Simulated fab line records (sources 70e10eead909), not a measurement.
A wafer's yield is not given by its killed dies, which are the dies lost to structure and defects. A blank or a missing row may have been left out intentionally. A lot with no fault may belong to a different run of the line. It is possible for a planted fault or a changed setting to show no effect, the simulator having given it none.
Matching of chambers	flow nand_harc	NHARC_A_SLIT_DESCUM_14 on rie_diel-06: 4 sister chambers
The step chemistry O2, time 3 s. 16 wafers are shown with their chamber, then 8 later ones without.

## EACH WAFER AND ITS CHAMBER
wafer	chamber	showerhead_plenum_p_Torr (Torr)	throttle_valve_pct (%)	rf_vpp_V (V)
L078.3	0	1.98	11.319	59.1
L078.4	3	1.94	11.318	58.3
L078.5	2	2.06	11.307	58.4
L077.3	0	1.98	11.302	58.1
L077.5	3	1.93	11.307	58.1
L077.6	0	1.98	11.293	56.5
L081.1	3	1.93	11.308	57.9
L081.2	0	1.98	11.298	57.9
L081.6	3	1.93	11.309	58.3
L081.3	1	2.00	11.326	58.2
L081.4	2	2.06	11.322	58.0
L081.5	0	1.98	11.307	57.9
L085.1	2	2.06	11.303	58.2
L085.5	2	2.06	11.321	58.5
L085.6	3	1.93	11.314	59.0
L091.1	2	2.06	11.312	57.9

SIGNATURES (means of the wafers above)
reading	chamber 0	chamber 1	chamber 2	chamber 3	scatter within a chamber
showerhead_plenum_p_Torr	1.9800	2.0000	2.0600	1.9320	0.00258
throttle_valve_pct	11.30380	11.32600	11.31300	11.31120	0.00798
rf_vpp_V	57.900	58.200	58.200	58.320	0.605
Rule: for a wafer and a chamber, the distance is found by dividing, reading by reading, the gap between the wafer's reading and the chamber's mean by the reading's scatter, squaring, summing and taking the root. If the next closest chamber is less than 2 further off than the closest, the wafer can't be placed; otherwise it belongs to the closest. The scatter: the root of (the sum of the squares of (reading less its chamber's mean) over the shown wafers, divided by (wafers less chambers)).

## WAFERS WHOSE CHAMBER IS MISSING
wafer	showerhead_plenum_p_Torr (Torr)	throttle_valve_pct (%)	rf_vpp_V (V)
L091.5	1.93	11.305	59.0
L091.6	2.06	11.308	59.3
L094.1	2.00	11.306	57.1
L094.3	1.98	11.331	58.6
L094.5	1.93	11.312	57.9
L095.3	1.93	11.299	57.0
L095.5	1.98	11.305	58.7
L095.6	1.93	11.319	58.5

## WHICH CHAMBER EACH ONE RAN IN
wafer	from the rows above	in truth
L091.5	3	3
L091.6	2	2
L094.1	1	1
L094.3	0	0
L094.5	3	3
L095.3	3	3
L095.5	0	0
L095.6	3	3
Correct placement for 8 of the 8. Can't be placed from these rows: 0. Wrongly placed: 0.
